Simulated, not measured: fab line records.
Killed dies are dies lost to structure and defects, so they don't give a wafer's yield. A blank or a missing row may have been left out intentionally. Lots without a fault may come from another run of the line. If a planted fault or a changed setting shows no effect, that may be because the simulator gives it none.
Matching of chambers :: flow n5_finfet :: cmp-03 running N5_BEOL_M5_CMP_52: 4 sister chambers
The step polishes, stops on SiCOH lowk, t overpolish 6.9 s, target thk 62 nm. 4 wafers are shown with their chamber, then 7 later ones without.

== WAFERS PAIRED WITH THEIR CHAMBERS ==
wafer: L083.5
chamber: 1
motor_current_A (A): 7.1

wafer: L083.6
chamber: 2
motor_current_A (A): 5.6

wafer: L084.2
chamber: 0
motor_current_A (A): 6.5

wafer: L084.3
chamber: 3
motor_current_A (A): 5.8

== WAFERS WHOSE CHAMBER IS MISSING ==
wafer: L084.6
motor_current_A (A): 5.4

wafer: L090.2
motor_current_A (A): 5.1

wafer: L090.5
motor_current_A (A): 5.7

wafer: L090.6
motor_current_A (A): 5.6

wafer: L093.3
motor_current_A (A): 7.0

wafer: L093.5
motor_current_A (A): 6.1

wafer: L093.6
motor_current_A (A): 5.7

== WHICH CHAMBER EACH WENT THROUGH ==
wafer: L084.6
from the rows above: can't be placed: 2 or 3
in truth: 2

wafer: L090.2
from the rows above: can't be placed: 2 or 3
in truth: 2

wafer: L090.5
from the rows above: can't be placed: 3 or 2
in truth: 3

wafer: L090.6
from the rows above: can't be placed: 2 or 3
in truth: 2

wafer: L093.3
from the rows above: can't be placed: 1 or 0
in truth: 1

wafer: L093.5
from the rows above: can't be placed: 3 or 0 or 2
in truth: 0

wafer: L093.6
from the rows above: can't be placed: 3 or 2
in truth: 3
0 of 7 placed correctly. Cannot be placed on the basis of these rows: 7; the candidates contain the true chamber in 7. Placed wrongly: 0.
How it was worked out, from the rows above alone: a wafer's distance from a chamber is the root of the sum, over the readings, of the square of ((its reading less the chamber's mean) divided by the reading's scatter). If the next closest chamber is less than 2 further off than the closest, the wafer can't be placed; otherwise it belongs to the closest. For every chamber, the mean is computed from those of its wafers that are shown. The scatter: root of mean squared gap, hidden wafer to nearest shown wafer, with one shown wafer a chamber.
